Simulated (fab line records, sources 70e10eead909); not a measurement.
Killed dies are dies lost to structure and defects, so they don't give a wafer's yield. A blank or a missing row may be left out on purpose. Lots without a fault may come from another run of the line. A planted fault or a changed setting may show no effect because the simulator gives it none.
Chamber matching | flow nand_harc | NHARC_P_M0_CMP_23 on cmp-03: 4 sister chambers
The step polishes, t overpolish 20 s, target thk 117.54 nm. 14 wafers are shown with their chamber, then 6 later ones without.

WAFERS WITH THEIR CHAMBER
wafer  | chamber | motor_current_A (A) | time_to_endpoint_s (s)
L491.1 | 1       | 12.9                | 32.1
L491.2 | 3       | 12.6                | 33.4
L491.5 | 0       | 13.3                | 32.9
L493.1 | 0       | 12.2                | 33.4
L493.3 | 2       | 12.3                | 31.9
L493.6 | 0       | 13.0                | 34.0
L497.2 | 1       | 12.5                | 30.1
L497.4 | 3       | 13.0                | 28.7
L497.5 | 3       | 12.6                | 31.1
L498.1 | 2       | 11.5                | 25.9
L498.2 | 0       | 13.5                | 29.6
L498.4 | 3       | 13.0                | 30.8
L500.3 | 3       | 12.1                | 28.7
L500.5 | 3       | 13.0                | 30.4

SIGNATURES (means of the wafers above)
reading            | chamber 0 | chamber 1 | chamber 2 | chamber 3 | scatter within a chamber
motor_current_A    | 13.000    | 12.700    | 11.900    | 12.717    | 0.45
time_to_endpoint_s | 32.475    | 31.100    | 28.900    | 30.517    | 2.17
Rule: a wafer's distance from a chamber is the root of the sum, over the readings, of the square of ((its reading less the chamber's mean) divided by the reading's scatter). The wafer belongs to the nearest chamber; if the next one is less than 2 further off, it can't be placed. The scatter: the root of (the sum of the squares of (reading less its chamber's mean) over the shown wafers, divided by (wafers less chambers)).

WAFERS WITHOUT THEIR CHAMBER
wafer  | motor_current_A (A) | time_to_endpoint_s (s)
L500.6 | 12.9                | 26.0
L502.1 | 12.7                | 33.4
L502.5 | 11.9                | 29.2
L502.6 | 12.6                | 33.6
L506.3 | 13.9                | 30.5
L506.5 | 12.2                | 33.9

WHICH CHAMBER EACH WENT THROUGH
wafer  | from the rows above               | in truth
L500.6 | can't be placed: 3 or 1 or 2 or 0 | 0
L502.1 | can't be placed: 0 or 1 or 3 or 2 | 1
L502.5 | can't be placed: 2 or 3 or 1      | 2
L502.6 | can't be placed: 0 or 1 or 3 or 2 | 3
L506.3 | can't be placed: 0 or 3 or 1      | 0
L506.5 | can't be placed: 1 or 0 or 3 or 2 | 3
Placed correctly: 0 of 6. Can't be placed from these rows: 6 (the true chamber is among the candidates in 6). Placed wrongly: 0.
